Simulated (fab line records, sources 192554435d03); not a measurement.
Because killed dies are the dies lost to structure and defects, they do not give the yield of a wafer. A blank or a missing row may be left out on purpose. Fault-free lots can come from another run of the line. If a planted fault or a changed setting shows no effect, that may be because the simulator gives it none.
Chamber matching || flow n5_finfet || N5_BEOL_M7_ETCH_61 on rie_diel-05: 4 sister chambers
The step etches SiARC in CF4, target depth 45.5 nm, time 75.8 s. 4 wafers are shown with their chamber, then 7 later ones without.

## EACH WAFER AND ITS CHAMBER
{"wafer": "L764.1", "chamber": 1, "showerhead_plenum_p_Torr (Torr)": 2.19}
{"wafer": "L764.6", "chamber": 2, "showerhead_plenum_p_Torr (Torr)": 2.03}
{"wafer": "L774.2", "chamber": 3, "showerhead_plenum_p_Torr (Torr)": 2.04}
{"wafer": "L774.4", "chamber": 0, "showerhead_plenum_p_Torr (Torr)": 2.10}

## WAFERS MISSING THEIR CHAMBER
{"wafer": "L774.6", "showerhead_plenum_p_Torr (Torr)": 2.28}
{"wafer": "L776.2", "showerhead_plenum_p_Torr (Torr)": 2.04}
{"wafer": "L776.4", "showerhead_plenum_p_Torr (Torr)": 2.04}
{"wafer": "L776.6", "showerhead_plenum_p_Torr (Torr)": 2.10}
{"wafer": "L775.1", "showerhead_plenum_p_Torr (Torr)": 2.10}
{"wafer": "L775.4", "showerhead_plenum_p_Torr (Torr)": 2.10}
{"wafer": "L775.6", "showerhead_plenum_p_Torr (Torr)": 2.04}

## THE CHAMBER EACH PASSED THROUGH
{"wafer": "L774.6", "from the rows above": 1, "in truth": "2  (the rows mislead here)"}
{"wafer": "L776.2", "from the rows above": "can't be placed: 3 or 2 or 0", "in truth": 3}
{"wafer": "L776.4", "from the rows above": "can't be placed: 3 or 2 or 0", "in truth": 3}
{"wafer": "L776.6", "from the rows above": "can't be placed: 0 or 3", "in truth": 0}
{"wafer": "L775.1", "from the rows above": "can't be placed: 0 or 3", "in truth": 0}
{"wafer": "L775.4", "from the rows above": "can't be placed: 0 or 3", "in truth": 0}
{"wafer": "L775.6", "from the rows above": "can't be placed: 3 or 2 or 0", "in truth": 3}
0 of 7 placed correctly. These rows do not allow placing 6 (true chamber among the candidates in 6). Number placed wrongly: 1.
How it was worked out, from the rows above alone: a wafer's distance from a chamber is the root of the sum, over the readings, of the square of ((its reading less the chamber's mean) divided by the reading's scatter). The wafer belongs to the nearest chamber; if the next one is less than 2 further off, it can't be placed. The mean given for a chamber averages the wafers shown for that chamber. The scatter: with one shown wafer a chamber, the root of the mean of the squares of how far each hidden wafer lies from its nearest shown one.
